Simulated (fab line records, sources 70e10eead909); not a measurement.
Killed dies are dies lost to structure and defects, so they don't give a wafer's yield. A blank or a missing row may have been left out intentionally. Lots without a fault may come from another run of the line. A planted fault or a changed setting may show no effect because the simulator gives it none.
The tool behind it: which one? | flow nand-harc | 14 lots, 42 wafers sampled, at 6 steps of a route of 1302

WHAT THE GAUGES SHOWED, per wafer
NHARC_A_M1_CD_MEAS_09: the cd target is 120 nm. Usual: 120.0 nm for cd-nm, sd 0.45.
lot  | measured     | on        | cd-nm (nm)                        | flag
L664 | day 23 02:20 | cd-sem-02 | 119.8 119.0 120.3                 |
L665 | day 23 03:19 | cd-sem-03 | 119.7 120.1 120.2                 |
L666 | day 23 22:40 | cd-sem-02 | 119.5 119.5 119.3                 |
L669 | day 24 14:50 | cd-sem-02 | 119.5 119.7 119.5                 |
L670 | day 25 09:50 | cd-sem-02 | 120.4 120.9 120.3                 |
L671 | day 25 11:03 | cd-sem-02 | 120.3 119.4 120.1                 |
L673 | day 26 12:34 | cd-sem-02 | 120.8 120.2 120.7                 |
L679 | day 28 21:35 | cd-sem-01 | 119.3 119.5 119.6                 |
L681 | day 29 12:28 | cd-sem-01 | 120.6 119.7 94.6 120.7 120.1 94.4 | OFF
L680 | day 30 07:41 | cd-sem-02 | 119.6 120.0 94.3 119.6 120.0 94.8 | OFF
L683 | day 31 06:32 | cd-sem-03 | 118.8 119.9 119.4                 |
L684 | day 31 07:00 | cd-sem-01 | 120.8 120.3 120.3                 |
L686 | day 31 15:30 | cd-sem-01 | 120.8 120.6 120.6                 |
L687 | day 32 12:47 | cd-sem-02 | 119.8 119.8 120.0                 |

NHARC_A_M1_INSPECT_11. Usual: 84 for raw-defect-count, sd 38.
lot  | measured     | on                | raw-defect-count | flag
L664 | day 23 02:28 | defect-inspect-02 | 26 16 21         |
L665 | day 23 03:26 | defect-inspect-01 | 133 169 152      |
L666 | day 23 22:47 | defect-inspect-01 | 78 69 68         |
L669 | day 24 14:57 | defect-inspect-02 | 125 138 133      |
L670 | day 25 09:57 | defect-inspect-01 | 57 65 72         |
L671 | day 25 11:11 | defect-inspect-02 | 94 66 79         |
L673 | day 26 12:42 | defect-inspect-02 | 143 122 135      |
L679 | day 28 21:43 | defect-inspect-01 | 69 109 102       |
L681 | day 29 13:46 | defect-inspect-01 | 72 79 86         |
L680 | day 30 12:46 | defect-inspect-01 | 94 116 121       |
L683 | day 31 06:40 | defect-inspect-02 | 90 106 72        |
L684 | day 31 07:07 | defect-inspect-02 | 100 109 91       |
L686 | day 31 15:38 | defect-inspect-01 | 73 91 80         |
L687 | day 32 12:55 | defect-inspect-01 | 26 30 27         |

NHARC_A_M1_CD_MEAS_16. Usual: 119.9 nm for cd-nm, sd 0.61.
lot  | measured     | on        | cd-nm (nm)                        | flag
L664 | day 23 02:50 | cd-sem-02 | 119.4 118.8 119.1                 |
L665 | day 23 03:49 | cd-sem-01 | 120.4 120.7 120.8                 |
L666 | day 23 23:09 | cd-sem-02 | 119.3 119.2 118.8                 |
L669 | day 24 15:19 | cd-sem-02 | 119.9 119.9 120.3                 |
L670 | day 25 10:19 | cd-sem-02 | 119.9 121.5 119.8                 |
L671 | day 25 11:32 | cd-sem-01 | 120.9 119.5 119.8                 |
L673 | day 26 13:04 | cd-sem-03 | 120.6 119.8 121.0                 |
L679 | day 28 22:07 | cd-sem-02 | 119.3 119.3 119.9                 |
L681 | day 29 14:31 | cd-sem-03 | 120.1 119.5 94.4 120.2 119.2 94.3 | OFF
L680 | day 30 13:08 | cd-sem-02 | 119.9 120.4 95.0 120.0 120.1 94.3 | OFF
L683 | day 31 07:02 | cd-sem-02 | 118.7 119.0 119.0                 |
L684 | day 31 07:31 | cd-sem-03 | 121.9 120.6 121.3                 |
L686 | day 31 15:59 | cd-sem-02 | 120.3 121.0 120.7                 |
L687 | day 32 13:19 | cd-sem-01 | 119.8 119.7 120.2                 |

WHAT TOOL EACH LOT RAN ON (gives the tool, then ch and the chambers of the sampled wafers, and finally the start)
lot  | NHARC_A_M0_ETCH_15                            | NHARC_A_M0_ANNEAL_30             | NHARC_A_M1_PEB_07
L664 | rie-diel-07 ch 0,3, day 23 00:16 or earlier   | rtp-anneal-01 ch 0, day 23 00:16 | litho-track-04 ch 0, day 23 02:16
L665 | rie-diel-02 ch 0,1,2, day 23 01:16 or earlier | rtp-anneal-01 ch 0, day 23 01:16 | litho-track-04 ch 0, day 23 03:14
L666 | rie-diel-02 ch 0,1,3, day 23 20:30 or earlier | rtp-anneal-02 ch 0, day 23 20:30 | litho-track-06 ch 0, day 23 22:35
L669 | rie-diel-09 ch 0,1,3, day 24 12:40 or earlier | rtp-anneal-01 ch 0, day 24 12:40 | litho-track-01 ch 0, day 24 14:45
L670 | rie-diel-07 ch 1,2, day 25 07:44 or earlier   | rtp-anneal-02 ch 0, day 25 07:44 | litho-track-01 ch 0, day 25 09:45
L671 | rie-diel-07 ch 0,2, day 25 08:52 or earlier   | rtp-anneal-01 ch 0, day 25 08:52 | litho-track-04 ch 0, day 25 10:58
L673 | rie-diel-09 ch 2,3, day 26 10:29 or earlier   | rtp-anneal-01 ch 0, day 26 10:29 | litho-track-06 ch 0, day 26 12:29
L679 | rie-diel-02 ch 2,3, day 28 19:27 or earlier   | rtp-anneal-01 ch 0, day 28 19:27 | litho-track-06 ch 0, day 28 21:30
L681 | rie-diel-02 ch 0,1,3, day 29 10:16 or earlier | rtp-anneal-02 ch 0, day 29 10:16 | litho-track-04 ch 0, day 29 12:23
L680 | rie-diel-02 ch 0,1, day 30 05:29 or earlier   | rtp-anneal-01 ch 0, day 30 05:29 | litho-track-04 ch 0, day 30 07:37
L683 | rie-diel-09 ch 0,3, day 31 04:27 or earlier   | rtp-anneal-02 ch 0, day 31 04:27 | litho-track-01 ch 0, day 31 06:28
L684 | rie-diel-02 ch 0,3, day 31 04:53 or earlier   | rtp-anneal-02 ch 0, day 31 04:53 | litho-track-01 ch 0, day 31 06:55
L686 | rie-diel-02 ch 0,3, day 31 13:16 or earlier   | rtp-anneal-02 ch 0, day 31 13:16 | litho-track-06 ch 0, day 31 15:25
L687 | rie-diel-07 ch 0,2,3, day 32 10:34 or earlier | rtp-anneal-01 ch 0, day 32 10:34 | litho-track-04 ch 0, day 32 12:42
- NHARC_A_M0_ETCH_15: etches the open film in C4F8/Ar, target depth 150 nm, overetch 15 nm, time 82.5 s.
- NHARC_A_M0_ANNEAL_30: time 90 s.
- NHARC_A_M1_PEB_07: peb time 65 s.

WHAT THE TOOLS THEMSELVES READ (means of the sampled wafers that have a number; where no wafer has one, the mark that the record gives instead)
NHARC_A_M0_ETCH_15. Usual: oes-product-au 0.945 a.u., standard deviation 0.024; rf-vpp-V 441.0 V, standard deviation 2.8.
lot  | tool        | oes-product-au (a.u.) | rf-vpp-V (V) | flag
L664 | rie-diel-07 | 0.956                 | 443.1        |
L665 | rie-diel-02 | 0.916                 | 441.6        |
L666 | rie-diel-02 | 0.919                 | 440.8        |
L669 | rie-diel-09 | 0.971                 | 438.5        |
L670 | rie-diel-07 | 0.945                 | 439.8        |
L671 | rie-diel-07 | 0.926                 | 443.3        |
L673 | rie-diel-09 | 0.935                 | 436.8        |
L679 | rie-diel-02 | 0.971                 | 442.8        |
L681 | rie-diel-02 | 0.947                 | 440.9        |
L680 | rie-diel-02 | 0.982                 | 440.1        |
L683 | rie-diel-09 | 0.969                 | 437.3        |
L684 | rie-diel-02 | 0.925                 | 439.9        |
L686 | rie-diel-02 | 0.950                 | 439.4        |
L687 | rie-diel-07 | 0.922                 | 442.3        |

NHARC_A_M0_ANNEAL_30. Usual: 226.5 for wafer_temp_C_max, sd 0.51.
lot  | tool          | wafer_temp_C_max | flag
L664 | rtp-anneal-01 | 227.1            |
L665 | rtp-anneal-01 | 226.8            |
L666 | rtp-anneal-02 | 226.1            |
L669 | rtp-anneal-01 | 226.8            |
L670 | rtp-anneal-02 | 226.2            |
L671 | rtp-anneal-01 | 227.0            |
L673 | rtp-anneal-01 | 227.1            |
L679 | rtp-anneal-01 | 226.8            |
L681 | rtp-anneal-02 | 225.6            |
L680 | rtp-anneal-01 | 226.8            |
L683 | rtp-anneal-02 | 226.3            |
L684 | rtp-anneal-02 | 225.8            |
L686 | rtp-anneal-02 | 226.2            |
L687 | rtp-anneal-01 | 226.9            |

NHARC_A_M1_PEB_07. Usual: exhaust-pa 45.0 Pa, standard deviation 0.89; heater-power-total-W 156.6 W, standard deviation 0.43; plate-temp-C 99.99 C, standard deviation 0.13.
lot  | tool           | exhaust-pa (Pa) | heater-power-total-W (W) | plate-temp-C (C) | flag
L664 | litho-track-04 | 45.8            | 156.5                    | 100.02           |
L665 | litho-track-04 | 45.2            | 156.3                    | 100.11           |
L666 | litho-track-06 | 45.8            | 157.0                    | 99.96            |
L669 | litho-track-01 | 43.9            | 156.5                    | 100.07           |
L670 | litho-track-01 | 44.2            | 156.9                    | 100.20           |
L671 | litho-track-04 | 44.0            | 156.9                    | 100.01           |
L673 | litho-track-06 | 44.8            | 157.1                    | 99.93            |
L679 | litho-track-06 | 45.1            | 156.9                    | 100.06           |
L681 | litho-track-04 | 44.5            | 179.6                    | 99.93            | OFF
L680 | litho-track-04 | 44.6            | 178.5                    | 99.94            | OFF
L683 | litho-track-01 | 45.4            | 156.2                    | 99.96            |
L684 | litho-track-01 | 45.2            | 156.8                    | 99.91            |
L686 | litho-track-06 | 43.4            | 156.1                    | 99.94            |
L687 | litho-track-04 | 45.9            | 156.7                    | 100.04           |

THE ANSWER, worked out from the rows above alone
Rule: a lot counts as off when the mean over its wafers that have a number is more than 3 standard deviations away from the usual mean. Also off: a lot with no number at a reading for which 4 or more lots have one. Any other lot the step has rows for is counted as sound. After the gauges, taken in route order, come the tools' own readings; for these a lot's mean is taken, as printed above. At the first step where some lot is off, the reading lying furthest off is the one used; lots without a number count as furthest.
Off, at NHARC_A_M1_CD_MEAS_09 on cd-nm: L681, L680.
A tool fits if, at a process step before that reading, it ran every lot that is off, and no sound lot after the first of them. The gauges at NHARC_A_M1_CD_MEAS_09 aren't tried: what is off there is off at NHARC_A_M1_PEB_07 too, on other tools, and a gauge's error can't cause that. NHARC_A_M0_ETCH_15: start missing for some lots; hours and lot order therefore follow NHARC_A_M0_ANNEAL_30. No candidate that was tried fits.

WHAT THE SIMULATOR PUT IN
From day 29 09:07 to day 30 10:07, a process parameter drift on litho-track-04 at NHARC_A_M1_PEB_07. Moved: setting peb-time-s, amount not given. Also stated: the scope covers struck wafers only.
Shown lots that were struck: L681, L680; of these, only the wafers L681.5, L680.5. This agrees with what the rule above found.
